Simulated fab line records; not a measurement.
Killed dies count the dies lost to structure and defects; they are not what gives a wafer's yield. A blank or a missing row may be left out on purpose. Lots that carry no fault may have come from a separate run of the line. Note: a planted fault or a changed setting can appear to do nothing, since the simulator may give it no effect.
Which of the tools did it? + flow n5-finfet + 29 wafers from 10 lots sampled at 5 of the route's 1938 steps

WHAT THE GAUGES READ, wafer by wafer
N5_BEOL_M3_CD_MEAS_11 targets a cd of 17.05 nm. Usual: cd-nm at 17.19 nm, with a standard deviation of 0.24.
| lot  | measured     | on        | cd-nm (nm)        | flag |
|------|--------------|-----------|-------------------|------|
| L780 | day 7 14:02  | cd-sem-02 | 17.58 16.95 17.17 |      |
| L781 | day 8 01:53  | cd-sem-01 | 17.27 17.16 16.96 |      |
| L783 | day 8 02:55  | cd-sem-01 | 17.03 17.17 17.45 |      |
| L786 | day 8 11:36  | cd-sem-03 | 17.00 17.08 17.22 |      |
| L785 | day 8 18:28  | cd-sem-02 | 17.25 17.42 16.98 |      |
| L793 | day 10 09:47 | cd-sem-02 | 17.54 17.13       |      |
| L795 | day 10 23:22 | cd-sem-01 | 17.24 17.15 17.61 |      |
| L796 | day 11 07:56 | cd-sem-03 | 17.99 17.33 17.44 |      |
| L797 | day 11 21:01 | cd-sem-03 | 16.99 17.09 17.67 |      |
| L801 | day 12 16:59 | cd-sem-03 | 17.08 16.88 16.90 |      |

N5_BEOL_M3_OVL_MEAS_29. Usual: V2_OVL 0.4 nm, standard deviation 0.99.
| lot  | measured     | on         | V2_OVL (nm)    | flag |
|------|--------------|------------|----------------|------|
| L780 | day 7 15:10  | overlay-02 | -0.3 -0.7 1.4  |      |
| L781 | day 8 02:55  | overlay-01 | -1.4 -2.3 -0.9 |      |
| L783 | day 8 03:52  | overlay-01 | 0.0 0.7 1.4    |      |
| L786 | day 8 12:31  | overlay-02 | 1.5 1.7 1.3    |      |
| L785 | day 8 19:33  | overlay-01 | 1.4 1.2 1.4    |      |
| L793 | day 10 10:53 | overlay-01 | -1.3 -1.7      |      |
| L795 | day 11 00:17 | overlay-01 | 1.7 1.3 2.3    |      |
| L796 | day 11 08:51 | overlay-01 | 0.5 0.5 0.0    |      |
| L797 | day 11 22:02 | overlay-02 | -0.8 -0.5 -0.8 |      |
| L801 | day 12 18:02 | overlay-02 | 1.0 0.8 0.6    |      |

N5_BEOL_M4_RC_MEAS_101. Usual: DIBL_N 37.3 mV/V, standard deviation 2.3; DIBL_P 37.4 mV/V, standard deviation 2.9; IOFF_N 0.18 nA/um, standard deviation 0.045; IOFF_P 0.25 nA/um, standard deviation 0.054; ION_N 679 uA/um, standard deviation 15; ION_P 468 uA/um, standard deviation 9.7; SS_N 71.8 mV/dec, standard deviation 0.62; SS_P 73.6 mV/dec, standard deviation 0.76; VT_N 248 mV, standard deviation 4.1; VT_P -248 mV, standard deviation 3.6.
| lot  | measured     | on        | DIBL_N (mV/V)  | DIBL_P (mV/V)  | IOFF_N (nA/um) | IOFF_P (nA/um) | ION_N (uA/um) | ION_P (uA/um) | SS_N (mV/dec)  | SS_P (mV/dec)  | VT_N (mV)   | VT_P (mV)      | flag |
|------|--------------|-----------|----------------|----------------|----------------|----------------|---------------|---------------|----------------|----------------|-------------|----------------|------|
| L780 | day 8 14:34  | prober-01 | 36.8 36.2 37.5 | 37.7 35.5 37.9 | 0.16 0.14 0.17 | 0.26 0.24 0.28 | 687 669 689   | 483 466 482   | 72.0 71.4 71.9 | 74.3 73.4 73.8 | 247 251 246 | -246 -245 -246 |      |
| L781 | day 8 21:56  | prober-02 | 33.6 32.9 37.0 | 32.9 33.4 36.0 | 0.12 0.12 0.18 | 0.20 0.20 0.24 | 655 667 675   | 456 469 464   | 71.0 70.7 71.3 | 73.3 72.9 73.5 | 252 255 247 | -247 -248 -249 |      |
| L783 | day 8 22:00  | prober-01 | 36.8 38.7 37.2 | 36.0 38.6 37.3 | 0.17 0.21 0.18 | 0.23 0.28 0.26 | 683 687 692   | 464 473 480   | 71.3 72.1 71.9 | 73.0 74.0 74.4 | 251 247 248 | -249 -245 -245 |      |
| L786 | day 9 07:28  | prober-01 | 35.1 37.2 37.0 | 35.3 38.0 37.3 | 0.15 0.19 0.19 | 0.22 0.27 0.26 | 687 687 687   | 473 472 470   | 71.1 72.2 71.5 | 73.1 73.1 73.8 | 246 245 245 | -248 -245 -247 |      |
| L785 | day 9 22:19  | prober-02 | 34.8 36.0 33.0 | 33.3 36.1 31.3 | 0.13 0.16 0.11 | 0.20 0.25 0.18 | 670 673 672   | 466 460 465   | 70.5 71.8 70.0 | 74.2 74.5 73.2 | 250 247 253 | -251 -249 -251 |      |
| L793 | day 11 02:22 | prober-01 | 38.6 35.2      | 39.5 35.6      | 0.19 0.12      | 0.26 0.21      | 668 647       | 457 448       | 72.1 72.0      | 74.2 74.0      | 248 253     | -251 -252      |      |
| L795 | day 12 05:07 | prober-02 | 33.5 32.0 35.5 | 34.4 33.1 35.0 | 0.14 0.13 0.16 | 0.20 0.19 0.21 | 669 679 652   | 463 468 450   | 70.6 70.6 71.8 | 73.1 72.6 73.5 | 251 249 251 | -249 -250 -253 |      |
| L796 | day 12 06:49 | prober-01 | 38.4 36.5 37.4 | 39.6 37.6 38.9 | 0.22 0.18 0.21 | 0.29 0.25 0.28 | 672 695 703   | 459 473 474   | 73.0 71.3 71.7 | 74.3 74.1 74.2 | 248 248 245 | -246 -246 -244 |      |
| L797 | day 12 10:14 | prober-01 | 38.1 39.1 36.4 | 38.7 39.5 35.6 | 0.18 0.20 0.16 | 0.23 0.24 0.19 | 679 674 685   | 459 458 465   | 72.0 71.9 71.9 | 73.5 73.8 73.0 | 246 246 249 | -250 -250 -252 |      |
| L801 | day 13 12:40 | prober-01 | 38.2 38.9 34.8 | 37.6 41.0 34.9 | 0.17 0.22 0.12 | 0.22 0.31 0.19 | 663 688 654   | 455 470 460   | 72.4 72.6 71.5 | 73.6 74.6 73.9 | 254 244 257 | -252 -246 -251 |      |

EACH LOT AND THE TOOL THAT RAN IT (in order: tool; ch and the chambers of the sampled wafers; start)
| lot  | N5_BEOL_M3_ETCH_64                 | N5_BEOL_M3_ETCH_69                 |
|------|------------------------------------|------------------------------------|
| L780 | rie-diel-03 ch 0,1,2, day 7 14:14  | rie-diel-01 ch 0,1,3, day 7 15:24  |
| L781 | rie-diel-03 ch 0,2,3, day 8 02:04  | rie-diel-01 ch 0,1,2, day 8 03:03  |
| L783 | rie-diel-05 ch 0,2, day 8 03:07    | rie-diel-05 ch 0,1,2, day 8 04:00  |
| L786 | rie-diel-03 ch 1,2,3, day 8 11:48  | rie-diel-01 ch 1,3, day 8 12:39    |
| L785 | rie-diel-05 ch 0,2, day 8 18:50    | rie-diel-03 ch 0,1,3, day 8 19:41  |
| L793 | rie-diel-01 ch 1,3, day 10 10:02   | rie-diel-01 ch 3, day 10 11:01     |
| L795 | rie-diel-05 ch 0,1, day 10 23:34   | rie-diel-01 ch 0,2,3, day 11 00:26 |
| L796 | rie-diel-05 ch 2,3, day 11 08:08   | rie-diel-05 ch 0,1,2, day 11 08:59 |
| L797 | rie-diel-05 ch 0,2,3, day 11 21:13 | rie-diel-03 ch 1,2,3, day 11 22:11 |
| L801 | rie-diel-05 ch 1,2, day 12 17:11   | rie-diel-03 ch 1,2,3, day 12 18:11 |
- N5_BEOL_M3_ETCH_64: etches SOC in N2/H2, target depth 75 nm, overetch 15 nm, time 112.5 s.
- N5_BEOL_M3_ETCH_69: etches SiARC in CF4, target depth 15.6 nm, time 26 s.

WHAT THE TOOLS THEMSELVES READ (means of the sampled wafers that have a number; where no wafer has one, the mark that the record gives instead)
N5_BEOL_M3_ETCH_64. Usual: drypump-motor-current-A 5.8 A, standard deviation 0.47; oes-product-au 0.64 a.u., standard deviation 0.062; rf-vpp-V 523.2 V, standard deviation 2; showerhead-plenum-p-Torr 2.52 Torr, standard deviation 0.065; throttle-valve-pct 17.74 %, standard deviation 0.24.
| lot  | tool        | drypump-motor-current-A (A) | oes-product-au (a.u.) | rf-vpp-V (V) | showerhead-plenum-p-Torr (Torr) | throttle-valve-pct (%) | flag |
|------|-------------|-----------------------------|-----------------------|--------------|---------------------------------|------------------------|------|
| L780 | rie-diel-03 | 5.5                         | 0.62                  | 522.8        | 2.50                            | 17.95                  |      |
| L781 | rie-diel-03 | 6.1                         | 0.62                  | 522.6        | 2.51                            | 17.83                  |      |
| L783 | rie-diel-05 | 5.9                         | 0.67                  | 524.1        | 2.55                            | 17.65                  |      |
| L786 | rie-diel-03 | 5.5                         | 0.67                  | 522.5        | 2.51                            | 17.86                  |      |
| L785 | rie-diel-05 | 6.2                         | 0.64                  | 522.2        | 2.51                            | 17.86                  |      |
| L793 | rie-diel-01 | 6.0                         | 0.55                  | 520.8        | 2.42                            | 17.84                  |      |
| L795 | rie-diel-05 | 5.7                         | 0.63                  | 523.5        | 2.53                            | 17.66                  |      |
| L796 | rie-diel-05 | 5.6                         | 0.68                  | 524.4        | 2.59                            | 17.64                  |      |
| L797 | rie-diel-05 | 5.8                         | 0.66                  | 523.5        | 2.55                            | 17.84                  |      |
| L801 | rie-diel-05 | 5.6                         | 0.65                  | 523.7        | 2.56                            | 17.49                  |      |

N5_BEOL_M3_ETCH_69. Usual: drypump-motor-current-A is 5.8 A with standard deviation 0.51, etch-rf-on-time-s is 25.8 s with standard deviation 0.97, mfc-ar-sccm is 100.0 sccm with standard deviation 0.31, oes-product-au is 0.69 a.u. with standard deviation 0.074, rf-vpp-V is 183.7 V with standard deviation 0.99, showerhead-plenum-p-Torr is 2.11 Torr with standard deviation 0.047, and throttle-valve-pct is 15.52 % with standard deviation 0.25.
| lot  | tool        | drypump-motor-current-A (A) | etch-rf-on-time-s (s) | mfc-ar-sccm (sccm) | oes-product-au (a.u.) | rf-vpp-V (V) | showerhead-plenum-p-Torr (Torr) | throttle-valve-pct (%) | flag |
|------|-------------|-----------------------------|-----------------------|--------------------|-----------------------|--------------|---------------------------------|------------------------|------|
| L780 | rie-diel-01 | 6.0                         | 26.9                  | 100.0              | 0.62                  | 183.5        | 2.08                            | 15.65                  |      |
| L781 | rie-diel-01 | 5.8                         | 26.2                  | 100.1              | 0.66                  | 184.0        | 2.09                            | 15.61                  |      |
| L783 | rie-diel-05 | 5.8                         | 25.9                  | 100.0              | 0.71                  | 183.5        | 2.14                            | 15.35                  |      |
| L786 | rie-diel-01 | 5.9                         | 26.7                  | 99.9               | 0.60                  | 182.9        | 2.04                            | 15.68                  |      |
| L785 | rie-diel-03 | 5.9                         | 24.9                  | 99.9               | 0.73                  | 183.8        | 2.12                            | 15.59                  |      |
| L793 | rie-diel-01 | 6.3                         | 16.2                  | 99.9               | 0.85                  | 182.9        | 2.07                            | 15.59                  | OFF  |
| L795 | rie-diel-01 | 6.0                         | 19.4                  | 100.1              | 0.80                  | 183.4        | 2.09                            | 15.58                  | OFF  |
| L796 | rie-diel-05 | 5.8                         | 26.1                  | 100.1              | 0.68                  | 184.0        | 2.13                            | 15.39                  |      |
| L797 | rie-diel-03 | 5.4                         | 24.8                  | 100.0              | 0.70                  | 182.7        | 2.11                            | 15.60                  |      |
| L801 | rie-diel-03 | 5.4                         | 24.9                  | 100.1              | 0.70                  | 183.9        | 2.10                            | 15.62                  |      |

THE ANSWER, worked out from the rows above alone
Rule: a lot is off if the mean of its wafers that have a number lies more than 3 standard deviations from the usual mean. A lot without any number at a reading at which 4 lots or more have one is off too. Where the step has rows for the other lots, those lots are counted as sound. The gauges are gone through in route order, then the tools' own readings, and for those a lot's mean is taken as printed above. The first step at which some lot is off is used, and at that step the reading that is off furthest; a lot without a number counts as furthest.
Off: L793, L795 (N5_BEOL_M3_ETCH_69, etch-rf-on-time-s).
If a tool, at that step or one of the process steps before it, ran each lot that is off and ran no sound lot following the first of them, it fits. One fits: N5_BEOL_M3_ETCH_69 on rie-diel-01. A fault onset in the window from L786 (day 8 12:39, its last sound lot) to L793 (day 10 11:01, its first lot off) fits.
On the lots that are off, the tool's own readings at N5_BEOL_M3_ETCH_69 differ by more than 5 times the standard deviation of the sound lots' means, which bears it out; etch-rf-on-time-s reads 17.8 s there versus 25.8 s on the sound lots.

WHAT THE SIMULATOR PUT IN
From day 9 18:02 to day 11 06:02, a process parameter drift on rie-diel-01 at N5_BEOL_M3_ETCH_69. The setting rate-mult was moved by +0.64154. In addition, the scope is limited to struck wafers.
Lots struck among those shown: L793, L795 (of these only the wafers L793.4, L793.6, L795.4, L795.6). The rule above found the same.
